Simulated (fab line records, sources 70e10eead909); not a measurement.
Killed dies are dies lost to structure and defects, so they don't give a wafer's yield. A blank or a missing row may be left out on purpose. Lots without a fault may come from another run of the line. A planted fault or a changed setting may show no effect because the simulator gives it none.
Chamber matching | flow nand_harc | NHARC_A_M1_PRE_CLEAN_32 on pecvd-01: 3 sister chambers
The step time 12 s. 6 wafers are shown with their chamber, then 8 later ones without.

WAFERS WITH THEIR CHAMBER
wafer  | chamber | heater_power_w (W)
L290.5 | 2       | 603
L290.6 | 1       | 579
L291.3 | 0       | 809
L291.4 | 2       | 590
L291.6 | 0       | 813
L292.1 | 1       | 694

WAFERS WITHOUT THEIR CHAMBER
wafer  | heater_power_w (W)
L292.3 | 795
L292.6 | 805
L293.3 | 534
L293.5 | 567
L293.6 | 563
L297.2 | 601
L297.3 | 553
L297.5 | 547

WHICH CHAMBER EACH WENT THROUGH
wafer  | from the rows above     | in truth
L292.3 | 0                       | 0
L292.6 | 0                       | 0
L293.3 | can't be placed: 2 or 1 | 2
L293.5 | can't be placed: 2 or 1 | 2
L293.6 | can't be placed: 2 or 1 | 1
L297.2 | can't be placed: 2 or 1 | 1
L297.3 | can't be placed: 2 or 1 | 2
L297.5 | can't be placed: 2 or 1 | 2
Placed correctly: 2 of 8. Can't be placed from these rows: 6 (the true chamber is among the candidates in 6). Placed wrongly: 0.
How it was worked out, from the rows above alone: a wafer's distance from a chamber is the root of the sum, over the readings, of the square of ((its reading less the chamber's mean) divided by the reading's scatter). The wafer belongs to the nearest chamber; if the next one is less than 2 further off, it can't be placed. A chamber's mean is the mean of its shown wafers. The scatter: the root of (the sum of the squares of (reading less its chamber's mean) over the shown wafers, divided by (wafers less chambers)).
